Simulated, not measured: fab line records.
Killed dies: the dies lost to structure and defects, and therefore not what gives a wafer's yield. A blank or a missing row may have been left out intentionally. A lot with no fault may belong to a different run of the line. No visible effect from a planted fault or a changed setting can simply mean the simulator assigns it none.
fab line records + flow nand_harc
record
- lots=14
- wafers=40
- last_day=32
route steps=1302 shown A_DECK1_JOINT@528 A_ONON_D2@565 A_CHANNEL_HOLE_D2@577
lots untouched by any fault: they come from a run of this same line in which no faults occurred
start_h: start of the lot's first displayed wafer, in hours after the record's first day + wait_h: how many hours have passed since the lot's step before this one + " same as the row above + L1.1+2: a row that stands for several wafers + - no value, or no start given + * or withheld: withheld + < > ~ a bound
route shown NAME@n: a module of which the file shows steps, and the number in the route of the first + usual: average and standard deviation across the fault-free wafers + same: alike in all rows + chamber/n: place in a boat + sites: each site's reading + _std_site: standard deviation across them + _edge_site: mean of outer sites minus mean of inner sites + radius_mm: how far each site lies from the wafer's centre + mask NAME#n: copy n + behind: tool/chamber where the wafer was last shaped + hold: why the lot went on hold/how many hours it stayed there/how the hold came to an end + device: the transistor (n, p or np) that didn't switch + end of line: the tests these same wafers got at the end of their route + where a step has no rows: the recipe by itself + killed: dies that structure and defects cost at the first sort, which is not the same as the wafer's yield + map: shows each die of a wafer: x if killed, . if not, _ if none is there
set.NAME: the run value of the setting; set.NAME@STEP: its run value at that earlier step + model.NAME: the simulator's own value behind a step, which no gauge read
the route's steps for a sample of lots (tables are steps, rows are wafers)
services: when a tool's chamber went out of use (start_h, in hours from the record's first day, below 0 if earlier), for how many hours, and the reason
## steps
# step NHARC_A_DECK1_JOINT_THK_MEAS_14
# recipe
- thk_meas_gauge=ellipsometry
# usual
- thk_nm=50.9/1.5
| lot.wafer | tool          | chamber | start_h | wait_h | thk_nm |
|-----------|---------------|---------|---------|--------|--------|
| L676.1    | film_metro-02 | -       | 239.51  | 0.2    | 53.0   |
| L676.2    | "             | -       | "       | "      | 48.9   |
| L676.6    | "             | -       | "       | "      | 49.5   |
| L678.1    | film_metro-01 | -       | 261.12  | 0.2    | 51.4   |
| L678.4    | "             | -       | "       | "      | 51.4   |
| L678.5    | "             | -       | "       | "      | 50.2   |
| L677.1    | film_metro-02 | -       | 261.12  | 0.2    | 48.7   |
| L677.4    | "             | -       | "       | "      | 51.0   |
| L677.5    | "             | -       | "       | "      | 49.3   |
| L679.2    | film_metro-01 | -       | 276.18  | 0.2    | 50.3   |
| L679.4    | "             | -       | "       | "      | 51.5   |
| L679.5    | "             | -       | "       | "      | 51.2   |
| L681.2    | film_metro-02 | -       | 296.52  | 0.2    | 49.9   |
| L681.4    | "             | -       | "       | "      | 51.1   |
| L681.5    | "             | -       | "       | "      | 49.5   |
| L688.1    | film_metro-02 | -       | 368.22  | 0.2    | 51.7   |
| L688.3    | "             | -       | "       | "      | 50.1   |
| L688.4    | "             | -       | "       | "      | 47.1   |
| L689.1    | film_metro-01 | -       | 368.23  | 0.2    | 49.8   |
| L689.3    | "             | -       | "       | "      | 51.5   |
| L690.2    | film_metro-02 | -       | 395.19  | 0.2    | 51.5   |
| L690.5    | "             | -       | "       | "      | 51.0   |
| L694.2    | film_metro-01 | -       | 427.46  | 0.2    | 51.2   |
| L694.4    | "             | -       | "       | "      | 50.5   |
| L694.6    | "             | -       | "       | "      | 50.8   |
| L695.1    | film_metro-01 | -       | 433.63  | 0.2    | 51.2   |
| L695.2    | "             | -       | "       | "      | 50.6   |
| L695.5    | "             | -       | "       | "      | 50.7   |
| L696.1    | film_metro-01 | -       | 446.59  | 0.2    | 49.5   |
| L696.2    | "             | -       | "       | "      | 51.4   |
| L696.3    | "             | -       | "       | "      | 50.1   |
| L697.1    | film_metro-01 | -       | 458.04  | 0.2    | 54.2   |
| L697.2    | "             | -       | "       | "      | 53.4   |
| L697.6    | "             | -       | "       | "      | 53.3   |
| L698.1    | film_metro-01 | -       | 466.53  | 0.2    | 51.1   |
| L698.4    | "             | -       | "       | "      | 52.3   |
| L698.6    | "             | -       | "       | "      | 49.7   |
| L699.1    | film_metro-02 | -       | 474.64  | 0.2    | 53.8   |
| L699.3    | "             | -       | "       | "      | 52.2   |
| L699.5    | "             | -       | "       | "      | 52.7   |
# step NHARC_A_ONON_D2_THK_MEAS_30
# recipe
- thk_meas_gauge=ellipsometry
# usual
- thk_nm=1001/9
| lot.wafer | tool          | chamber | start_h | wait_h | thk_nm |
|-----------|---------------|---------|---------|--------|--------|
| L676.1    | film_metro-01 | -       | 279.07  | -      | 999    |
| L676.2    | "             | -       | "       | "      | 997    |
| L676.6    | "             | -       | "       | "      | 999    |
| L677.1    | film_metro-02 | -       | 303.48  | -      | 1009   |
| L677.4    | "             | -       | "       | "      | 1009   |
| L677.5    | "             | -       | "       | "      | 1008   |
| L678.1    | film_metro-02 | -       | 303.51  | -      | 1009   |
| L678.4    | "             | -       | "       | "      | 1010   |
| L678.5    | "             | -       | "       | "      | 1011   |
| L679.2    | film_metro-02 | -       | 310.90  | -      | 1004   |
| L679.4    | "             | -       | "       | "      | 1003   |
| L679.5    | "             | -       | "       | "      | 1004   |
| L681.2    | film_metro-01 | -       | 339.92  | -      | 1025   |
| L681.4    | "             | -       | "       | "      | 1025   |
| L681.5    | "             | -       | "       | "      | 1026   |
| L688.1    | film_metro-02 | -       | 405.95  | -      | 1009   |
| L688.3    | "             | -       | "       | "      | 1008   |
| L688.4    | "             | -       | "       | "      | 1007   |
| L689.1    | film_metro-01 | -       | 405.96  | -      | 992    |
| L689.3    | "             | -       | "       | "      | 989    |
| L690.2    | film_metro-02 | -       | 433.15  | -      | 985    |
| L690.5    | "             | -       | "       | "      | 987    |
| L694.2    | film_metro-01 | -       | 466.62  | -      | 997    |
| L694.4    | "             | -       | "       | "      | 998    |
| L694.6    | "             | -       | "       | "      | 997    |
| L695.1    | film_metro-02 | -       | 466.62  | -      | 996    |
| L695.2    | "             | -       | "       | "      | 997    |
| L695.5    | "             | -       | "       | "      | 996    |
| L696.1    | film_metro-02 | -       | 480.14  | -      | 998    |
| L696.2    | "             | -       | "       | "      | 997    |
| L696.3    | "             | -       | "       | "      | 996    |
| L697.1    | film_metro-02 | -       | 493.76  | -      | 990    |
| L697.2    | "             | -       | "       | "      | 987    |
| L697.6    | "             | -       | "       | "      | 988    |
| L698.1    | film_metro-01 | -       | 500.71  | -      | 1000   |
| L698.4    | "             | -       | "       | "      | 999    |
| L698.6    | "             | -       | "       | "      | 998    |
| L699.1    | film_metro-01 | -       | 511.11  | -      | 1011   |
| L699.3    | "             | -       | "       | "      | 1012   |
| L699.5    | "             | -       | "       | "      | 1011   |
# step NHARC_A_CHANNEL_HOLE_D2_SOFTBAKE_05
# recipe
- temp_c=105
- time_s=55
# usual
- heater_power_total_W=188.46/0.14
- plate_temp_C=104.98/0.13
| lot.wafer | tool           | chamber | start_h | wait_h | heater_power_total_W | plate_temp_C |
|-----------|----------------|---------|---------|--------|----------------------|--------------|
| L676.1    | litho_track-04 | 0       | 283     | -      | 188.36               | 105.05       |
| L676.2    | "              | 0       | "       | "      | 188.54               | 105.16       |
| L676.6    | "              | 0       | "       | "      | 188.48               | 104.97       |
| L677.1    | litho_track-01 | 0       | 311     | -      | 188.34               | 105.22       |
| L677.4    | "              | 0       | "       | "      | 188.53               | 104.93       |
| L677.5    | "              | 0       | "       | "      | 188.58               | 105.07       |
| L678.1    | litho_track-04 | 0       | 311     | -      | 188.80               | 104.91       |
| L678.4    | "              | 0       | "       | "      | 188.35               | 104.99       |
| L678.5    | "              | 0       | "       | "      | 188.35               | 104.93       |
| L679.2    | litho_track-01 | 0       | 313     | -      | 188.75               | 104.85       |
| L679.4    | "              | 0       | "       | "      | 188.49               | 104.83       |
| L679.5    | "              | 0       | "       | "      | 188.31               | 105.00       |
| L681.2    | litho_track-06 | 0       | 342     | -      | 188.53               | 104.88       |
| L681.4    | "              | 0       | "       | "      | 188.31               | 105.17       |
| L681.5    | "              | 0       | "       | "      | 188.37               | 104.86       |
| L688.1    | litho_track-04 | 0       | 409     | -      | 188.39               | 104.92       |
| L688.3    | "              | 0       | "       | "      | 222.81               | -            |
| L688.4    | "              | 0       | "       | "      | 188.73               | 105.04       |
| L689.1    | litho_track-04 | 0       | 409     | -      | 188.37               | 104.84       |
| L689.3    | "              | 0       | "       | "      | 222.67               | -            |
| L690.2    | litho_track-04 | 0       | 441     | -      | 222.44               | -            |
| L690.5    | "              | 0       | "       | "      | 188.27               | 104.77       |
| L694.2    | litho_track-06 | 0       | 471     | -      | 188.53               | 104.99       |
| L694.4    | "              | 0       | "       | "      | 188.37               | 104.78       |
| L694.6    | "              | 0       | "       | "      | 188.58               | 104.87       |
| L695.1    | litho_track-01 | 0       | 471     | -      | 188.42               | 105.11       |
| L695.2    | "              | 0       | "       | "      | 188.55               | 104.98       |
| L695.5    | "              | 0       | "       | "      | 188.58               | 104.91       |
| L696.1    | litho_track-06 | 0       | 482     | -      | 188.46               | 104.96       |
| L696.2    | "              | 0       | "       | "      | 188.35               | 104.84       |
| L696.3    | "              | 0       | "       | "      | 188.70               | 105.01       |
| L697.1    | litho_track-01 | 0       | 496     | -      | 188.75               | 105.08       |
| L697.2    | "              | 0       | "       | "      | 188.33               | 105.01       |
| L697.6    | "              | 0       | "       | "      | 188.42               | 105.00       |
| L698.1    | litho_track-04 | 0       | 505     | -      | 188.36               | 105.08       |
| L698.4    | "              | 0       | "       | "      | 188.38               | 105.11       |
| L698.6    | "              | 0       | "       | "      | 188.71               | 105.01       |
| L699.1    | litho_track-01 | 0       | 513     | -      | 188.42               | 104.96       |
| L699.3    | "              | 0       | "       | "      | 188.49               | 104.94       |
| L699.5    | "              | 0       | "       | "      | 188.41               | 105.03       |
# step NHARC_A_CHANNEL_HOLE_D2_ETCH_25
# recipe
- bias_v=5000
- source_w=withheld
- pressure_mtorr=20
- time_s=1040.2
- ar_flow_sccm=375
- c4f8_flow_sccm=93.8
- o2_flow_sccm=31.2
- temp_c=-20
- target_depth_a=15000
- chemistry=C4F8/O2/Ar
# usual
- drypump_motor_current_A=5.51/0.24
- oes_air_line_au=0.998/0.019
- showerhead_plenum_p_Torr=3.69/0.088
- throttle_valve_pct=32.234/0.0093
| lot.wafer | tool        | chamber | start_h | wait_h | drypump_motor_current_A | oes_air_line_au | rf_hours_counter_h | showerhead_plenum_p_Torr | throttle_valve_pct |
|-----------|-------------|---------|---------|--------|-------------------------|-----------------|--------------------|--------------------------|--------------------|
| L676.1    | har_etch-01 | 0       | 293.16  | 0.6    | 5.63                    | 0.988           | 156                | 3.69                     | 32.234             |
| L676.2    | "           | 1       | "       | "      | 5.47                    | 1.030           | 156                | 3.69                     | 32.237             |
| L676.6    | "           | 0       | "       | "      | 5.64                    | 0.980           | -                  | 3.69                     | 32.242             |
| L677.1    | har_etch-01 | 0       | 317.99  | 0.7    | 5.63                    | 0.989           | 171                | 3.69                     | 32.237             |
| L677.4    | "           | 1       | "       | "      | 5.49                    | 1.000           | -                  | 3.68                     | 32.235             |
| L677.5    | "           | 0       | "       | "      | 5.64                    | 0.997           | -                  | 3.68                     | 32.229             |
| L678.1    | har_etch-02 | 0       | 318.01  | 0.6    | 5.76                    | 1.017           | 358                | 3.60                     | 32.216             |
| L678.4    | "           | 1       | "       | "      | 5.05                    | 0.978           | -                  | 3.72                     | 32.235             |
| L678.5    | "           | 0       | "       | "      | 5.77                    | 0.988           | -                  | 3.60                     | 32.211             |
| L679.2    | har_etch-01 | 0       | 322.12  | 0.6    | 5.65                    | 1.013           | 175                | 3.68                     | 32.227             |
| L679.4    | "           | 1       | "       | "      | 5.48                    | 0.968           | -                  | 3.68                     | 32.225             |
| L679.5    | "           | 0       | "       | "      | 5.64                    | 0.977           | -                  | 3.68                     | 32.240             |
| L681.2    | har_etch-01 | 0       | 348.22  | 0.6    | 5.65                    | 0.999           | 191                | 3.67                     | 32.233             |
| L681.4    | "           | 1       | "       | "      | 5.51                    | 1.002           | -                  | 3.67                     | 32.228             |
| L681.5    | "           | 1       | "       | "      | 5.49                    | 0.996           | -                  | 3.67                     | 32.238             |
| L688.1    | har_etch-02 | 0       | 416.07  | 0.6    | 5.77                    | 1.041           | 18                 | 3.92                     | 32.229             |
| L688.3    | "           | 1       | "       | "      | 5.07                    | 0.981           | -                  | 3.69                     | 32.233             |
| L688.4    | "           | 0       | "       | "      | 5.76                    | 0.969           | -                  | 3.92                     | 32.234             |
| L689.1    | har_etch-01 | 0       | 416.79  | 0.6    | 5.65                    | 1.007           | 244                | 3.65                     | 32.222             |
| L689.3    | "           | 0       | "       | "      | 5.65                    | 0.989           | -                  | 3.65                     | 32.233             |
| L690.2    | har_etch-02 | 1       | 446.61  | 1.0    | 5.04                    | 0.994           | 30                 | 3.69                     | 32.231             |
| L690.5    | "           | 0       | "       | "      | 5.80                    | 1.019           | -                  | 3.91                     | 32.251             |
| L694.2    | har_etch-02 | 1       | 478.31  | 0.6    | 5.06                    | 0.984           | 52                 | 3.67                     | 32.247             |
| L694.4    | "           | 0       | "       | "      | 5.78                    | 0.975           | -                  | 3.90                     | 32.237             |
| L694.6    | "           | 1       | "       | "      | 5.06                    | 0.984           | -                  | 3.67                     | 32.232             |
| L695.1    | har_etch-01 | 0       | 481.89  | 0.6    | 5.64                    | 0.982           | 278                | 3.63                     | 32.233             |
| L695.2    | "           | 1       | "       | "      | 5.48                    | 1.035           | 278                | 3.63                     | 32.235             |
| L695.5    | "           | 1       | "       | "      | 5.48                    | 1.028           | -                  | 3.63                     | 32.223             |
| L696.1    | har_etch-01 | 0       | 487.71  | 0.6    | 5.64                    | 0.997           | 282                | 3.62                     | 32.229             |
| L696.2    | "           | 1       | "       | "      | 5.52                    | 0.982           | 282                | 3.62                     | 32.237             |
| L696.3    | "           | 1       | "       | "      | 5.49                    | 0.995           | -                  | 3.63                     | 32.232             |
| L697.1    | har_etch-01 | 1       | 501.46  | 0.6    | 5.50                    | 1.024           | 286                | 3.62                     | 32.241             |
| L697.2    | "           | 0       | "       | "      | 5.66                    | 1.028           | 286                | 3.62                     | 32.243             |
| L697.6    | "           | 1       | "       | "      | 5.48                    | 0.985           | -                  | 3.62                     | 32.241             |
| L698.1    | har_etch-02 | 0       | 512.49  | 0.6    | 5.77                    | 1.008           | 72                 | 3.89                     | 32.232             |
| L698.4    | "           | 1       | "       | "      | 5.05                    | 1.001           | -                  | 3.66                     | 32.237             |
| L698.6    | "           | 1       | "       | "      | 5.06                    | 1.037           | -                  | 3.66                     | 32.247             |
| L699.1    | har_etch-01 | 0       | 518.48  | 0.6    | 5.67                    | 0.989           | 298                | 3.62                     | 32.250             |
| L699.3    | "           | 0       | "       | "      | 5.66                    | 0.979           | -                  | 3.62                     | 32.254             |
| L699.5    | "           | 0       | "       | "      | 5.66                    | 0.986           | -                  | 3.62                     | 32.231             |
## services
| tool           | chamber | start_h | hours | kind                          |
|----------------|---------|---------|-------|-------------------------------|
| har_etch-02    | 0       | 281.11  | -     | consumable_replace:focus_ring |
| har_etch-02    | 0       | 281.11  | 17.0  | scheduled_down                |
| har_etch-02    | 0       | 281.11  | 17.0  | vent_cycle                    |
| litho_track-01 | -       | 330.00  | 7.0   | pm                            |
| litho_track-06 | -       | 354.00  | 7.0   | pm                            |
| har_etch-02    | -       | 377.00  | 17.0  | pm                            |
| har_etch-02    | 0       | 377.00  | 17.0  | vent_cycle                    |
| har_etch-02    | 1       | 377.00  | 17.0  | vent_cycle                    |
| litho_track-04 | -       | 378.00  | 7.0   | pm                            |
| har_etch-02    | 0       | 394.00  | -     | clean                         |
| har_etch-02    | 0       | 394.00  | -     | consumable_replace:showerhead |
| har_etch-02    | 1       | 394.00  | -     | clean                         |
| har_etch-02    | 1       | 394.00  | -     | consumable_replace:esc        |
| har_etch-02    | 1       | 394.00  | -     | consumable_replace:focus_ring |
| litho_track-01 | -       | 505.00  | 7.0   | pm                            |
## key
first_sign
- step=NHARC_A_CHANNEL_HOLE_D2_SOFTBAKE_05
- reading=heater_power_total_W
- direction=up
- sigmas=99+
- usual=*
- struck=*
effect none on later readings
met_at NHARC_A_CHANNEL_HOLE_D2_SOFTBAKE_05
struck_lots L688,L689,L690
struck_wafers L688.3,L689.3,L690.2
tester_left_out L688,L689,L690
not_acting_at NHARC_A_DECK1_JOINT_THK_MEAS_14,NHARC_A_ONON_D2_THK_MEAS_30,NHARC_A_CHANNEL_HOLE_D2_ETCH_25
onset_between 311 409
fault
- kind=process_parameter_drift
- tool=litho_track-04
- chamber=-
- onset_h=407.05
- steps=NHARC_A_CHANNEL_HOLE_D2_SOFTBAKE_05
- channel=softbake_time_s
- offset=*
- shape=step
- end_h=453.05
- scope=struck_wafers_only
- acts_in=*
- stated=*
# tester_left_out: of these lots the tester's yield and bins aren't shown, on N5 and GAA mostly nor the transistor test; their killed dies are dies lost to structure and defects alone, not to doping, threshold or leakage, so they don't give the yield
